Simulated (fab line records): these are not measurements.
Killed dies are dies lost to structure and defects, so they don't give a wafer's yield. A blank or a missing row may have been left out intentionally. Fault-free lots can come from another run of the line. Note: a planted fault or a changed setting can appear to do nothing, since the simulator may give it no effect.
Chamber matching :: flow n5-finfet :: N5_HKMG_FIN_ALD_36 on ald-metal-01: 4 sister chambers
The step deposits TiN, target thk 1 nm, pulse time 1 s, purge time 3 s. 8 wafers are shown with their chamber, then 8 later ones without.

== EACH WAFER AND ITS CHAMBER ==
wafer: L658.2
chamber: 1
heater-power-w (W): 935
precursor-pulse-height-rel: 0.998

wafer: L661.2
chamber: 3
heater-power-w (W): 855
precursor-pulse-height-rel: 0.974

wafer: L662.3
chamber: 1
heater-power-w (W): 926
precursor-pulse-height-rel: 1.038

wafer: L668.4
chamber: 3
heater-power-w (W): 865
precursor-pulse-height-rel: 0.991

wafer: L668.6
chamber: 0
heater-power-w (W): 841
precursor-pulse-height-rel: 1.020

wafer: L670.1
chamber: 0
heater-power-w (W): 822
precursor-pulse-height-rel: 0.996

wafer: L670.4
chamber: 2
heater-power-w (W): 938
precursor-pulse-height-rel: 0.993

wafer: L670.5
chamber: 2
heater-power-w (W): 946
precursor-pulse-height-rel: 1.015

== WAFERS WHOSE CHAMBER IS MISSING ==
wafer: L669.1
heater-power-w (W): 843
precursor-pulse-height-rel: 0.999

wafer: L669.3
heater-power-w (W): 924
precursor-pulse-height-rel: 0.995

wafer: L669.4
heater-power-w (W): 804
precursor-pulse-height-rel: 0.996

wafer: L674.4
heater-power-w (W): 832
precursor-pulse-height-rel: 1.017

wafer: L674.5
heater-power-w (W): 929
precursor-pulse-height-rel: 1.004

wafer: L675.1
heater-power-w (W): 838
precursor-pulse-height-rel: 1.000

wafer: L675.2
heater-power-w (W): 916
precursor-pulse-height-rel: 0.991

wafer: L675.5
heater-power-w (W): 910
precursor-pulse-height-rel: 0.992

== WHICH CHAMBER EACH ONE RAN IN ==
wafer: L669.1
from the rows above: can't be placed: 0 or 3
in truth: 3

wafer: L669.3
from the rows above: can't be placed: 1 or 2
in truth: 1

wafer: L669.4
from the rows above: 0
in truth: 0

wafer: L674.4
from the rows above: 0
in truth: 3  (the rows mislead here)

wafer: L674.5
from the rows above: can't be placed: 1 or 2
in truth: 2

wafer: L675.1
from the rows above: can't be placed: 0 or 3
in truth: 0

wafer: L675.2
from the rows above: can't be placed: 1 or 2
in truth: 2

wafer: L675.5
from the rows above: can't be placed: 1 or 2
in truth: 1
1 of 8 placed correctly. Cannot be placed on the basis of these rows: 6; the candidates contain the true chamber in 6. Number placed wrongly: 1.
How it was worked out, from the rows above alone: a wafer's distance from a chamber is the root of the sum, over the readings, of the square of ((its reading less the chamber's mean) divided by the reading's scatter). The wafer belongs to the nearest chamber; if the next one is less than 2 further off, it can't be placed. A chamber's mean is the mean of its shown wafers. The scatter: take each reading less its chamber's mean, square it, sum over the shown wafers, divide by the number of wafers less the number of chambers, and take the root.
